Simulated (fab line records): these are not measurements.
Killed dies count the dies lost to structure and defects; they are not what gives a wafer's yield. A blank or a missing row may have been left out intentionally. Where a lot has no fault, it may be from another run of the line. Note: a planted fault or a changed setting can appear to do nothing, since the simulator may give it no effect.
Lot-split experiment    flow n5-finfet    route with 1938 steps; 7 lots, 39 wafers read

THE SPLIT ITSELF
At N5_BEOL_M8_ETCH_66 (etches SOC in N2/H2, target depth 80 nm, overetch 16 nm, time 120 s), the setting target-depth-a was moved away from the recipe's 800 angstrom on 9 of the 39 wafers read, by +28.8% to +46.6%. All remaining wafers had this setting at the recipe value.

The reading comes from the split's own step.

THE READING
BEOL_M8.cd-nm (the simulator's own value, which no gauge read), in nm, at N5_BEOL_M8_ETCH_66 (etches SOC in N2/H2, target depth 80 nm, overetch 16 nm, time 120 s). No usual value for it is given in the file. Average 40.0 nm, standard deviation 0.17 nm, over the 30 wafers here run with the recipe.

wafer   tool, chamber at the split  target-depth-a as run, angstrom  against the recipe  BEOL_M8.cd-nm, nm  against lot-mates on the recipe
L074.1  rie-diel-06, 3,2            800                              recipe              40.2               -
L074.2  rie-diel-06, 3,2            800                              recipe              40.2               -
L074.3  rie-diel-06, 1,0,0          800                              recipe              40                 -
L074.4  rie-diel-06, 1,0,0          800                              recipe              40                 -
L074.6  rie-diel-06, 1,0,0          800                              recipe              40                 -
L074.5  rie-diel-06, 1              800                              recipe              39.8               -
L086.3  rie-diel-06, 2,0            800                              recipe              40                 -
L086.5  rie-diel-06, 2,0            800                              recipe              40                 -
L086.6  rie-diel-06, 3              800                              recipe              40                 -
L089.1  rie-diel-05, 1,2,0,3,1      800                              recipe              40                 -
L089.2  rie-diel-05, 1,2,0,3,1      800                              recipe              40                 -
L089.3  rie-diel-05, 1,2,0,3,1      800                              recipe              40                 -
L089.4  rie-diel-05, 1,2,0,3,1      800                              recipe              40                 -
L089.5  rie-diel-05, 1,2,0,3,1      800                              recipe              40                 -
L089.6  rie-diel-05, 2              800                              recipe              40.2               -
L090.1  rie-diel-06, 0              800                              recipe              40.2               -
L090.2  rie-diel-06, 3              1030                             +28.8%              40.6               +0.3
L090.3  rie-diel-06, 1              800                              recipe              40.2               -
L090.4  rie-diel-06, 3              1030                             +28.8%              40.4               +0.1
L090.5  rie-diel-06, 1              1030                             +28.8%              40.8               +0.5
L090.6  rie-diel-06, 0              800                              recipe              40.4               -
L093.1  rie-diel-04, 1              1139                             +42.4%              40.6               +0.9
L093.6  rie-diel-04, 1              1139                             +42.4%              40.6               +0.9
L093.2  rie-diel-04, 0              1139                             +42.4%              40.4               +0.7
L093.3  rie-diel-04, 2              800                              recipe              39.6               -
L093.4  rie-diel-04, 3,0            800                              recipe              39.8               -
L093.5  rie-diel-04, 3,0            800                              recipe              39.8               -
L092.1  rie-diel-04, 1,0            1173                             +46.6%              40.6               +0.7
L092.3  rie-diel-04, 1,0            1173                             +46.6%              40.6               +0.7
L092.2  rie-diel-04, 2              1173                             +46.6%              40.6               +0.7
L092.4  rie-diel-04, 3,0            800                              recipe              39.8               -
L092.5  rie-diel-04, 3,0            800                              recipe              39.8               -
L092.6  rie-diel-04, 3              800                              recipe              40                 -
L097.1  rie-diel-05, 1,3,3,1        800                              recipe              40.2               -
L097.3  rie-diel-05, 1,3,3,1        800                              recipe              40.2               -
L097.4  rie-diel-05, 1,3,3,1        800                              recipe              40.2               -
L097.6  rie-diel-05, 1,3,3,1        800                              recipe              40.2               -
L097.2  rie-diel-05, 2              800                              recipe              40.2               -
L097.5  rie-diel-05, 2              800                              recipe              40.2               -
If several chambers appear in one row, that row covers several wafers at once and the file leaves open which wafer was in which chamber.

THE FIT
A straight line over all 39 wafers: BEOL_M8.cd-nm changes by +0.013 nm for each +1% of target-depth-a; r = +0.79; the points scatter about the line by 0.18 nm.
The same after taking each lot's own level away (the mean of its wafers on the recipe; 39 wafers): +0.0163 nm for each +1%; r = +0.94; scatter 0.11 nm.
On that fit, the largest move of target-depth-a shifts the reading by 0.76 nm.
Across the lots, their own levels run from 39.73 to 40.27 nm, a range of 3.1 times the standard deviation given above.
So the lot-to-lot level blurs the effect unless lot-mates are compared.
Check: for one of the wafers moved furthest among these (+46.6%), held out of the fit, the line's prediction against its lot-mates is +0.76 nm. Against them it came out at +0.733 nm.

THE WHOLE CHAIN: every reading that the file lists as answering this split, in the file's order
step                what it does                                                         reading                                                                           change (the file's fit)                 r (the file's)
N5_BEOL_M8_ETCH_66  etches SOC in N2/H2, target depth 80 nm, overetch 16 nm, time 120 s  SiARC_of_BEOL_M8_COAT_64.thk-nm (the simulator's own value, which no gauge read)  -0.0482 nm for each +1% of the setting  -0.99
N5_BEOL_M8_ETCH_66  etches SOC in N2/H2, target depth 80 nm, overetch 16 nm, time 120 s  BEOL_M8.cd-nm (the simulator's own value, which no gauge read)                    +0.0162 nm for each +1% of the setting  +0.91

THE FILE'S OWN FIT
BEOL_M8.cd-nm changes by +0.0162 nm for each +1% of target-depth-a, r = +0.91.
